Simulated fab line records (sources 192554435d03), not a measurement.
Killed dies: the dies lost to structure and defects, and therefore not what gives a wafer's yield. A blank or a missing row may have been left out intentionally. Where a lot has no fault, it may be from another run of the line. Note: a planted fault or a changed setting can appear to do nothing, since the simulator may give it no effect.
Struck lot and sound lot, side by side / flow n5 finfet / 22 out of 1938 route steps
Sound: these wafers, L673.1, L673.4, L673.5. Struck: wafer L678.1. (L678.2, L678.5 of the same lot were not struck and are left out.) The cause comes at the end.
Order at every step that has rows: each side's tool, ch and its chambers, its first start. Under that, the readings that differ: sound wafers / struck wafers / difference of the means / sigmas: that difference in standard deviations of wafers without a fault.
alike: readings with means less than 2 such deviations apart, plus words and numbers identical on both sides. not compared: withheld readings, readings lacking a value on some wafer, bounds such as >300 that could conceal the same value, and numbers that have no deviation in the record and whose values overlap.
The two part at a step that has a row with sigmas, a row that says differs or no value, or rows on one side only. When numbers do not overlap yet have no deviation, they are printed without sigmas and do not part them. A reading missing from all wafers of one side parts the sides only when that side holds two or more wafers.

N5_ZERO_LAYER_CD_MEAS_11 targets a cd of 2000 nm.
  sound on cd sem-01 ch 0, day 1 12:38; struck on cd sem-01 ch 0, day 2 18:38
  alike: cd nm
N5_ZERO_LAYER_DESCUM_16: chemistry O2, time 7.9 s.
  sound on rie diel-03 ch 1,2,3, day 1 12:41; struck on rie diel-03 ch 2, day 2 18:44
  alike: drypump motor current A, oes product au, rf vpp V, showerhead plenum p Torr, throttle valve pct
  not compared: rf hours counter h
N5_ZERO_LAYER_ETCH_17: etches SiO2 in CF4, target depth 12 nm, time 13.3 s.
  sound on rie diel-03 ch 1,2,3, day 1 12:43; struck on rie diel-03 ch 2, day 2 18:46
  alike: bias w, drypump motor current A, oes product au, rf vpp V, showerhead plenum p Torr, throttle valve pct
  not compared: rf hours counter h
N5_ZERO_LAYER_ETCH_18: etches Si in HBr/Cl2, target depth 120 nm, time 40 s.
  sound on rie si-05 ch 0,1, day 1 12:47; struck on rie si-05 ch 2, day 2 18:50
reading=throttle valve pct (%); sound=36.12 36.98 36.99; struck=35.89; difference=-0.81; sigmas=-3
  alike: bias w, drypump motor current A, oes product au
  not compared: rf hours counter h
N5_ZERO_LAYER_STRIP_24: strips in O2.
  sound on plasma asher-01 ch 0,1, day 1 12:53; struck on plasma asher-02 ch 1, day 2 18:57
reading=drypump motor current A (A); sound=6.11 6.09 6.12; struck=6.54; difference=+0.43; sigmas=+2
reading=strip time to endpoint s (s); sound=43.72 43.82 43.83; struck=44.02; difference=+0.23; sigmas=+2
  alike: heater power w, oes product au
  not compared: rf hours counter h
then, 1 step without rows for these wafers: N5_ZERO_LAYER_STRIP_19 (strips in SPM, time 900 s).
N5_ZERO_LAYER_INSPECT_20: inspects for defects (darkfield).
  sound on defect inspect-02 at day 1 13:15; struck on defect inspect-01 at day 2 19:19
  alike: raw defect count
then, 5 steps without rows for these wafers: N5_WELL_APT_HMDS_01 (time 60 s); N5_WELL_APT_COAT_02 (resist thk 950 nm); N5_WELL_APT_EBR_04; N5_WELL_APT_SOFTBAKE_03 (time 60 s); N5_WELL_APT_EXPOSE_05 (exposes mask NWELL, defocus 0 nm, target cd 200 nm).
N5_WELL_APT_PEB_06: peb time 90 s.
  sound on litho track-05 ch 0, day 1 13:34; struck on litho track-05 ch 0, day 2 19:37
then, 2 steps without rows for these wafers: N5_WELL_APT_DEVELOP_07 (develop time 45 s); N5_WELL_APT_HARDBAKE_12 (time 120 s).
N5_WELL_APT_CD_MEAS_08 targets a cd of 200 nm.
  sound on cd sem-02 ch 0, day 1 13:41; struck on cd sem-01 ch 0, day 2 19:44
reading=cd nm (nm); sound=198.5 195.1 196.9; struck=200.6; difference=+3.8; sigmas=+2
N5_WELL_APT_OVL_MEAS_09:
  sound on overlay-02 ch 0, day 1 13:43; struck on overlay-02 ch 0, day 2 19:46
  alike: NWELL_OVL
N5_WELL_APT_INSPECT_10: inspects for defects (macro).
  sound on defect inspect-02 at day 1 13:44; struck on defect inspect-01 at day 2 19:47
  alike: raw defect count
N5_WELL_APT_DESCUM_13: chemistry O2, time 7.9 s.
  sound on rie diel-05 ch 2,3, day 1 14:02; struck on rie diel-04 ch 2, day 2 19:49
reading=model.WELL_APT.cd nm (nm); sound=198.7 195.3 197; struck=200.5; difference=+3.5; sigmas=
  alike: drypump motor current A, oes product au, rf vpp V, showerhead plenum p Torr, throttle valve pct
  not compared: rf hours counter h
following that, these wafers have no rows for 1 step: N5_WELL_APT_IMPLANT_14.
-- the record jumps here: 7 days lie between the struck wafers' starts before and after (it left off in module WELL_APT and takes up again in module BEOL_M4, whose first step shown is number 1111 of the route) --
N5_BEOL_M4_RC_MEAS_101:
  sound on prober-02 ch 0, day 8 07:57; struck on prober-02 ch 0, day 9 12:49
reading=ION_P (uA/um); sound=466 467 460; struck=481; difference=+17; sigmas=+2
  alike: DIBL_N, DIBL_P, IOFF_N, IOFF_P, ION_N, SS_N, SS_P, VT_N, VT_P
following that, these wafers have no rows for 1 step: N5_PASSIVATION_PROBE_49.

## WHERE THEY PART
Earliest at N5_ZERO_LAYER_ETCH_18; latest, in this record, at N5_BEOL_M4_RC_MEAS_101.

WHY: whatever the simulator had introduced
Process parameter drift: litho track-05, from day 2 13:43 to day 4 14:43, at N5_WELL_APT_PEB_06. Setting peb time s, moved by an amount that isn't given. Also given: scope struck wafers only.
